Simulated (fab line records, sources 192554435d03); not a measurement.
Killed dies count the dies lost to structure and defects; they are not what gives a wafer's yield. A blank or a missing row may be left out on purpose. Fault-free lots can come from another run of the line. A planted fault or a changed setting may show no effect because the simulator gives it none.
A lot that was struck, set against a sound lot	flow n5Finfet	14 out of 1938 route steps
Sound: the wafers L587.1, L587.2, L587.5. Wafers L590.1, L590.5, L590.6 were the ones struck. The cause is named last.
For every step that has rows: the tool of each side, followed by ch and its chambers, followed by its first start. Under that, the readings that differ: sound wafers	struck wafers	difference of the means	sigmas: that difference in standard deviations of wafers without a fault.
alike: same words and numbers on both sides, and readings whose means sit less than 2 such deviations apart. not compared: any withheld reading, any reading some wafer has no value for, any bound like >300 that may hide the same value, and any number with overlapping values for which the record gives no deviation.
A row with sigmas, a row that says differs or no value, or rows on one side alone: a step with any of these is where the two part. When numbers do not overlap yet have no deviation, they are printed without sigmas and do not part them. A reading missing from all wafers of one side parts the sides only when that side holds two or more wafers.

first, 5 steps without rows for these wafers: N5_BEOL_M14_SOFTBAKE_23 (time 60 s); N5_BEOL_M14_EXPOSE_25 (exposes mask M14, target cd 280 nm); N5_BEOL_M14_PEB_26 (peb time 90 s); N5_BEOL_M14_DEVELOP_27 (develop time 45 s); N5_BEOL_M14_HARDBAKE_32 (time 120 s).
N5_BEOL_M14_CD_MEAS_28: the cd target is 284.4 nm.
  sound on cdSem-01 ch 0, day 15 16:11; struck on cdSem-01 ch 0, day 16 12:55
  alike: cdNm
N5_BEOL_M14_OVL_MEAS_29:
  sound on overlay-01 ch 0, day 15 16:13; struck on overlay-01 ch 0, day 16 12:56
  alike: M14_OVL
N5_BEOL_M14_INSPECT_30: inspects for defects (macro).
  sound on defectInspect-01, day 15 16:14; struck on defectInspect-01, day 16 12:58
  alike: rawDefectCount
N5_BEOL_M14_DESCUM_33: chemistry O2, time 7.9 s.
  sound on rieDiel-03 ch 0,2, day 15 16:17; struck on rieDiel-03 ch 2,3, day 16 13:00
  alike: drypumpMotorCurrentA, oesProductAu, rfVppV, showerheadPlenumPTorr, tempC, throttleValvePct
  not compared: rfHoursCounterH
N5_BEOL_M14_ETCH_67: etches SiARC in CF4, target depth 143 nm, time 238.3 s.
  sound on rieDiel-03 ch 0,2, day 15 16:19; struck on rieDiel-03 ch 2,3, day 16 13:02
  alike: biasW, drypumpMotorCurrentA, etchRfOnTimeS, oesProductAu, rfVppV, showerheadPlenumPTorr, throttleValvePct
  not compared: rfHoursCounterH
N5_BEOL_M14_ETCH_68: etches SOC in N2/H2, time 450 s.
  sound on rieDiel-03 ch 0,2, day 15 16:28; struck on rieDiel-03 ch 2,3, day 16 13:11
  alike: biasW, drypumpMotorCurrentA, oesProductAu, rfVppV, showerheadPlenumPTorr, tempC, throttleValvePct
  not compared: rfHoursCounterH
then, 1 step without rows for these wafers: N5_BEOL_M14_STRIP_69 (strips in N2/H2).
N5_BEOL_M14_TRENCH_ETCH_34: etches SiO2 in C4F8/O2/Ar, target depth 556.65 nm, time 126.9 s.
  sound on rieDiel-03 ch 0,2, day 15 16:44; struck on rieDiel-03 ch 2,3, day 16 13:27
reading	sound	struck	difference	sigmas
biasW (W)	2044 2048 2039	1965 1967 1972	-76	-12
rfVppV (V)	2237 2254 2252	2152 2178 2154	-86	-2
  alike: drypumpMotorCurrentA, oesProductAu, showerheadPlenumPTorr, throttleValvePct
  not compared: rfHoursCounterH
then, 1 step without rows for these wafers: N5_BEOL_M14_STRIP_70 (strips in C4F8/O2/Ar).

== WHERE THEY PART ==
N5_BEOL_M14_TRENCH_ETCH_34 only, going by this record.

WHY: what had been put in by the simulator
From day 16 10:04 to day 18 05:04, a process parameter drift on rieDiel-03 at N5_BEOL_M14_TRENCH_ETCH_34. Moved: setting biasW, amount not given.
